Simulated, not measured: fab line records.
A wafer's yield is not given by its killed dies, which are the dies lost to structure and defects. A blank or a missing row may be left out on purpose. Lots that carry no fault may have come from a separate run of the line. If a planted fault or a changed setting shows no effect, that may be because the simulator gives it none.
What tool caused it? :: flow n5_finfet :: Sampling: 11 lots, 29 wafers, 6 of 1938 route steps

WHAT THE GAUGES SHOWED, per wafer
N5_BEOL_M1_THK_MEAS_01.
lot: L264
measured: day 6 01:19
on: film_metro-01
M1_ILD_THK (nm): 80.1 77.1 79.2

lot: L267
measured: day 6 21:40
on: film_metro-02
M1_ILD_THK (nm): 77.8 79.0 79.9

lot: L269
measured: day 7 07:08
on: film_metro-01
M1_ILD_THK (nm): 78.0 79.7 79.7

lot: L270
measured: day 7 18:42
on: film_metro-02
M1_ILD_THK (nm): 78.7 79.2 78.4

lot: L273
measured: day 8 04:18
on: film_metro-01
M1_ILD_THK (nm): 80.5 79.8 80.8

lot: L274
measured: day 8 13:38
on: film_metro-02
M1_ILD_THK (nm): 79.0 79.8 78.1

lot: L275
measured: day 8 19:04
on: film_metro-01
M1_ILD_THK (nm): 78.3 79.0 79.7

lot: L280
measured: day 9 19:50
on: film_metro-01
M1_ILD_THK (nm): 127.2

lot: L281
measured: day 10 01:40
on: film_metro-01
M1_ILD_THK (nm): 126.8

lot: L283
measured: day 10 16:55
on: film_metro-01
M1_ILD_THK (nm): 79.3 78.3 79.4

lot: L284
measured: day 10 20:13
on: film_metro-02
M1_ILD_THK (nm): 77.2 79.4 79.3

N5_BEOL_M4_RC_MEAS_101.
lot: L264
measured: day 7 20:41
on: prober-01
DIBL_N (mV/V): 35.0 32.8 33.8
DIBL_P (mV/V): 34.6 32.3 32.1
IOFF_N (nA/um): 0.13 0.11 0.12
IOFF_P (nA/um): 0.20 0.17 0.16
ION_N (uA/um): 672 658 665
ION_P (uA/um): 464 457 461
SS_N (mV/dec): 71.2 70.6 71.6
SS_P (mV/dec): 72.7 72.4 72.1
VT_N (mV): 250 256 254
VT_P (mV): -250 -251 -251

lot: L267
measured: day 9 02:25
on: prober-02
DIBL_N (mV/V): 33.3 36.6 34.8
DIBL_P (mV/V): 33.6 37.5 34.4
IOFF_N (nA/um): 0.12 0.17 0.14
IOFF_P (nA/um): 0.15 0.20 0.15
ION_N (uA/um): 657 680 656
ION_P (uA/um): 446 458 444
SS_N (mV/dec): 70.9 72.6 71.8
SS_P (mV/dec): 73.0 73.8 73.3
VT_N (mV): 253 247 251
VT_P (mV): -255 -251 -255

lot: L269
measured: day 9 03:22
on: prober-01
DIBL_N (mV/V): 38.7 36.1 33.1
DIBL_P (mV/V): 39.3 35.5 32.3
IOFF_N (nA/um): 0.21 0.16 0.12
IOFF_P (nA/um): 0.26 0.19 0.16
ION_N (uA/um): 690 675 662
ION_P (uA/um): 471 459 452
SS_N (mV/dec): 72.2 72.4 71.2
SS_P (mV/dec): 74.5 73.7 72.1
VT_N (mV): 245 249 252
VT_P (mV): -249 -251 -253

lot: L270
measured: day 9 19:13
on: prober-01
DIBL_N (mV/V): 43.9 41.1 37.2
DIBL_P (mV/V): 43.5 40.2 35.3
IOFF_N (nA/um): 0.29 0.22 0.14
IOFF_P (nA/um): 0.34 0.26 0.19
ION_N (uA/um): 693 687 684
ION_P (uA/um): 471 469 467
SS_N (mV/dec): 72.5 72.6 71.3
SS_P (mV/dec): 75.3 74.2 73.0
VT_N (mV): 245 243 252
VT_P (mV): -245 -247 -255

lot: L273
measured: day 9 23:51
on: prober-02
DIBL_N (mV/V): 37.8 35.3 35.8
DIBL_P (mV/V): 37.3 34.2 33.6
IOFF_N (nA/um): 0.16 0.12 0.13
IOFF_P (nA/um): 0.19 0.16 0.15
ION_N (uA/um): 675 644 653
ION_P (uA/um): 459 445 446
SS_N (mV/dec): 71.2 70.9 71.9
SS_P (mV/dec): 73.3 73.4 72.5
VT_N (mV): 252 259 256
VT_P (mV): -254 -256 -259

lot: L274
measured: day 10 11:47
on: prober-01
DIBL_N (mV/V): 32.1 37.1 35.9
DIBL_P (mV/V): 32.0 37.1 37.0
IOFF_N (nA/um): 0.11 0.16 0.15
IOFF_P (nA/um): 0.13 0.19 0.20
ION_N (uA/um): 679 687 676
ION_P (uA/um): 457 463 453
SS_N (mV/dec): 70.8 72.5 71.3
SS_P (mV/dec): 71.7 72.6 72.6
VT_N (mV): 251 250 247
VT_P (mV): -258 -254 -252

lot: L275
measured: day 10 14:30
on: prober-01
DIBL_N (mV/V): 38.5 32.9 37.7
DIBL_P (mV/V): 36.9 30.5 36.0
IOFF_N (nA/um): 0.16 0.09 0.16
IOFF_P (nA/um): 0.26 0.17 0.25
ION_N (uA/um): 684 639 674
ION_P (uA/um): 475 447 474
SS_N (mV/dec): 71.2 70.3 71.4
SS_P (mV/dec): 73.7 72.9 73.6
VT_N (mV): 248 257 248
VT_P (mV): -247 -250 -245

lot: L283
measured: day 12 17:16
on: prober-02
DIBL_N (mV/V): 38.6 39.9 38.5
DIBL_P (mV/V): 39.0 42.4 39.0
IOFF_N (nA/um): 0.18 0.22 0.20
IOFF_P (nA/um): 0.23 0.29 0.25
ION_N (uA/um): 675 696 689
ION_P (uA/um): 464 482 472
SS_N (mV/dec): 71.9 72.1 71.6
SS_P (mV/dec): 73.4 73.9 73.0
VT_N (mV): 249 245 246
VT_P (mV): -250 -248 -250

lot: L284
measured: day 13 05:34
on: prober-02
DIBL_N (mV/V): 38.0 34.9 34.1
DIBL_P (mV/V): 39.0 35.5 34.3
IOFF_N (nA/um): 0.20 0.15 0.13
IOFF_P (nA/um): 0.25 0.19 0.18
ION_N (uA/um): 685 689 664
ION_P (uA/um): 465 469 458
SS_N (mV/dec): 72.1 71.6 71.3
SS_P (mV/dec): 74.5 73.0 73.1
VT_N (mV): 248 250 253
VT_P (mV): -251 -250 -254

EACH LOT AND THE TOOL THAT RAN IT (in order: tool; ch and the chambers of the sampled wafers; start)
lot: L264
N5_BEOL_M0_PRE_CLEAN_113: pvd_sputter-01, day 5 21:11
N5_BEOL_M0_SPUTTER_132: pvd_sputter-02, day 5 23:53
N5_BEOL_M0_ANNEAL_119: rtp_anneal-01 ch 0, day 6 00:22
N5_BEOL_M1_ILD_DEP_00: pecvd-02 ch 0,2, day 6 01:14

lot: L267
N5_BEOL_M0_PRE_CLEAN_113: pvd_sputter-02, day 6 17:09
N5_BEOL_M0_SPUTTER_132: pvd_sputter-02, day 6 19:40
N5_BEOL_M0_ANNEAL_119: rtp_anneal-01 ch 0, day 6 20:12
N5_BEOL_M1_ILD_DEP_00: pecvd-01 ch 1,2, day 6 21:35

lot: L269
N5_BEOL_M0_PRE_CLEAN_113: pvd_sputter-03, day 7 04:59
N5_BEOL_M0_SPUTTER_132: pvd_sputter-01, day 7 05:43
N5_BEOL_M0_ANNEAL_119: rtp_anneal-02 ch 0, day 7 06:12
N5_BEOL_M1_ILD_DEP_00: pecvd-01 ch 0,1, day 7 07:04

lot: L270
N5_BEOL_M0_PRE_CLEAN_113: pvd_sputter-02, day 7 16:29
N5_BEOL_M0_SPUTTER_132: pvd_sputter-02, day 7 17:07
N5_BEOL_M0_ANNEAL_119: rtp_anneal-01 ch 0, day 7 17:50
N5_BEOL_M1_ILD_DEP_00: pecvd-02 ch 0,1, day 7 18:38

lot: L273
N5_BEOL_M0_PRE_CLEAN_113: pvd_sputter-03, day 8 02:11
N5_BEOL_M0_SPUTTER_132: pvd_sputter-03, day 8 02:52
N5_BEOL_M0_ANNEAL_119: rtp_anneal-01 ch 0, day 8 03:19
N5_BEOL_M1_ILD_DEP_00: pecvd-02 ch 0,1,2, day 8 04:14

lot: L274
N5_BEOL_M0_PRE_CLEAN_113: pvd_sputter-03, day 8 11:09
N5_BEOL_M0_SPUTTER_132: pvd_sputter-02, day 8 12:09
N5_BEOL_M0_ANNEAL_119: rtp_anneal-02 ch 0, day 8 12:44
N5_BEOL_M1_ILD_DEP_00: pecvd-01 ch 0,1,2, day 8 13:34

lot: L275
N5_BEOL_M0_PRE_CLEAN_113: pvd_sputter-01, day 8 16:17
N5_BEOL_M0_SPUTTER_132: pvd_sputter-03, day 8 17:13
N5_BEOL_M0_ANNEAL_119: rtp_anneal-02 ch 0, day 8 18:02
N5_BEOL_M1_ILD_DEP_00: pecvd-01 ch 0,1, day 8 18:59

lot: L280
N5_BEOL_M0_PRE_CLEAN_113: pvd_sputter-01, day 9 15:43
N5_BEOL_M0_SPUTTER_132: pvd_sputter-01, day 9 18:02
N5_BEOL_M0_ANNEAL_119: rtp_anneal-01 ch 0, day 9 18:36
N5_BEOL_M1_ILD_DEP_00: pecvd-01 ch 0, day 9 19:46

lot: L281
N5_BEOL_M0_PRE_CLEAN_113: pvd_sputter-02, day 9 23:08
N5_BEOL_M0_SPUTTER_132: pvd_sputter-02, day 9 23:43
N5_BEOL_M0_ANNEAL_119: rtp_anneal-01 ch 0, day 10 00:43
N5_BEOL_M1_ILD_DEP_00: pecvd-01 ch 0, day 10 01:36

lot: L283
N5_BEOL_M0_PRE_CLEAN_113: pvd_sputter-02, day 10 14:27
N5_BEOL_M0_SPUTTER_132: pvd_sputter-02, day 10 15:23
N5_BEOL_M0_ANNEAL_119: rtp_anneal-01 ch 0, day 10 15:53
N5_BEOL_M1_ILD_DEP_00: pecvd-03 ch 0,1,2, day 10 16:50

lot: L284
N5_BEOL_M0_PRE_CLEAN_113: pvd_sputter-02, day 10 16:37
N5_BEOL_M0_SPUTTER_132: pvd_sputter-03, day 10 18:46
N5_BEOL_M0_ANNEAL_119: rtp_anneal-01 ch 0, day 10 19:14
N5_BEOL_M1_ILD_DEP_00: pecvd-02 ch 0,1,2, day 10 20:08
- N5_BEOL_M0_PRE_CLEAN_113: time 30 s.
- N5_BEOL_M0_SPUTTER_132: material Cu, target thk 4 nm, time 7.37 s.
- N5_BEOL_M0_ANNEAL_119: time 90 s.
- N5_BEOL_M1_ILD_DEP_00: deposits SiOC from DEMS/O2, target thk 79 nm, time 15.3 s.

AS READ BY THE TOOLS THEMSELVES (means over the sampled wafers that have a number; for cases with no such wafer, the mark the record gives instead)
N5_BEOL_M0_PRE_CLEAN_113.
lot: L264
tool: pvd_sputter-01
heater_power_w (W): 308

lot: L267
tool: pvd_sputter-02
heater_power_w (W): 327

lot: L269
tool: pvd_sputter-03
heater_power_w (W): 340

lot: L270
tool: pvd_sputter-02
heater_power_w (W): 325

lot: L273
tool: pvd_sputter-03
heater_power_w (W): 342

lot: L274
tool: pvd_sputter-03
heater_power_w (W): 339

lot: L275
tool: pvd_sputter-01
heater_power_w (W): 329

lot: L280
tool: pvd_sputter-01
heater_power_w (W): 320

lot: L281
tool: pvd_sputter-02
heater_power_w (W): 315

lot: L283
tool: pvd_sputter-02
heater_power_w (W): 322

lot: L284
tool: pvd_sputter-02
heater_power_w (W): 329

N5_BEOL_M0_SPUTTER_132.
lot: L264
tool: pvd_sputter-02
throttle_valve_pct (%): 30.6

lot: L267
tool: pvd_sputter-02
throttle_valve_pct (%): 30.0

lot: L269
tool: pvd_sputter-01
throttle_valve_pct (%): 29.8

lot: L270
tool: pvd_sputter-02
throttle_valve_pct (%): 31.0

lot: L273
tool: pvd_sputter-03
throttle_valve_pct (%): 29.5

lot: L274
tool: pvd_sputter-02
throttle_valve_pct (%): 29.7

lot: L275
tool: pvd_sputter-03
throttle_valve_pct (%): 29.5

lot: L280
tool: pvd_sputter-01
throttle_valve_pct (%): 29.0

lot: L281
tool: pvd_sputter-02
throttle_valve_pct (%): 29.0

lot: L283
tool: pvd_sputter-02
throttle_valve_pct (%): 29.7

lot: L284
tool: pvd_sputter-03
throttle_valve_pct (%): 29.5

N5_BEOL_M0_ANNEAL_119.
lot: L264
tool: rtp_anneal-01
anneal_temp_c_max: 226.2
wafer_temp_C_max: 225.85

lot: L267
tool: rtp_anneal-01
anneal_temp_c_max: 225.9
wafer_temp_C_max: 226.11

lot: L269
tool: rtp_anneal-02
anneal_temp_c_max: 226.8
wafer_temp_C_max: 225.69

lot: L270
tool: rtp_anneal-01
anneal_temp_c_max: 226.0
wafer_temp_C_max: 225.92

lot: L273
tool: rtp_anneal-01
anneal_temp_c_max: 226.5
wafer_temp_C_max: 225.83

lot: L274
tool: rtp_anneal-02
anneal_temp_c_max: 226.4
wafer_temp_C_max: 225.91

lot: L275
tool: rtp_anneal-02
anneal_temp_c_max: 226.5
wafer_temp_C_max: 225.63

lot: L280
tool: rtp_anneal-01
anneal_temp_c_max: 226.2
wafer_temp_C_max: 225.92

lot: L281
tool: rtp_anneal-01
anneal_temp_c_max: 226.0
wafer_temp_C_max: 226.33

lot: L283
tool: rtp_anneal-01
anneal_temp_c_max: 226.0
wafer_temp_C_max: 225.76

lot: L284
tool: rtp_anneal-01
anneal_temp_c_max: 226.1
wafer_temp_C_max: 225.87

N5_BEOL_M1_ILD_DEP_00.
lot: L264
tool: pecvd-02
heater_power_w (W): 498
showerhead_plenum_p_Torr (Torr): 5.697
showerhead_vpp_V (V): 1327
throttle_valve_pct (%): 12.2

lot: L267
tool: pecvd-01
heater_power_w (W): 646
showerhead_plenum_p_Torr (Torr): 5.670
showerhead_vpp_V (V): 1398
throttle_valve_pct (%): 11.4

lot: L269
tool: pecvd-01
heater_power_w (W): 626
showerhead_plenum_p_Torr (Torr): 5.676
showerhead_vpp_V (V): 1448
throttle_valve_pct (%): 11.8

lot: L270
tool: pecvd-02
heater_power_w (W): 483
showerhead_plenum_p_Torr (Torr): 5.695
showerhead_vpp_V (V): 1300
throttle_valve_pct (%): 12.5

lot: L273
tool: pecvd-02
heater_power_w (W): 485
showerhead_plenum_p_Torr (Torr): 5.682
showerhead_vpp_V (V): 1325
throttle_valve_pct (%): 12.3

lot: L274
tool: pecvd-01
heater_power_w (W): 581
showerhead_plenum_p_Torr (Torr): 5.674
showerhead_vpp_V (V): 1422
throttle_valve_pct (%): 11.3

lot: L275
tool: pecvd-01
heater_power_w (W): 557
showerhead_plenum_p_Torr (Torr): 5.694
showerhead_vpp_V (V): 1479
throttle_valve_pct (%): 11.8

lot: L280
tool: pecvd-01
heater_power_w (W): 468
showerhead_plenum_p_Torr (Torr): 5.740
showerhead_vpp_V (V): 1517
throttle_valve_pct (%): 11.9

lot: L281
tool: pecvd-01
heater_power_w (W): 517
showerhead_plenum_p_Torr (Torr): 5.717
showerhead_vpp_V (V): 1507
throttle_valve_pct (%): 12.2

lot: L283
tool: pecvd-03
heater_power_w (W): 509
showerhead_plenum_p_Torr (Torr): 5.710
showerhead_vpp_V (V): 1459
throttle_valve_pct (%): 11.5

lot: L284
tool: pecvd-02
heater_power_w (W): 498
showerhead_plenum_p_Torr (Torr): 5.696
showerhead_vpp_V (V): 1316
throttle_valve_pct (%): 12.0

THE ANSWER, worked out from the rows above alone
Rule: the lots themselves supply what counts as usual. Put in order of their means at a reading, lots are off if they are a third of the lots or fewer, leave a main group of 4 or more, and stand apart from it by a gap of 3 or more times the standard deviation of the main group's means; of several such gaps the widest counts. A main group whose means are all the same, to the digits that the tables above print for the reading, isn't used. A lot without any number at a reading at which 4 lots or more have one is off too. The other lots that the step has rows for count as sound. First the gauges in route order, then the tools' own readings, where a lot's mean is used as printed above. The first step at which some lot is off is used, and at that step the reading that is off furthest; a lot without a number counts as furthest.
Off: at N5_BEOL_M1_THK_MEAS_01 (M1_ILD_THK), L280, L281. Mean 79.1 nm and standard deviation 0.48 in the main group.
A tool fits if, at a process step before that reading, it ran every lot that is off, and no sound lot after the first of them. The gauges at N5_BEOL_M1_THK_MEAS_01 are tried like those tools. One fits: pecvd-01 at N5_BEOL_M1_ILD_DEP_00. Its last sound lot is L275 (day 8 18:59), its first lot that is off L280 (day 9 19:46): a fault that began between those two fits.

WHAT WAS PUT IN BY THE SIMULATOR
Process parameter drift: pecvd-01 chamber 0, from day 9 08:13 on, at N5_BEOL_M1_ILD_DEP_00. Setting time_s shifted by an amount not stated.
Lots struck among those shown: L280, L281. Same finding as the rule above.
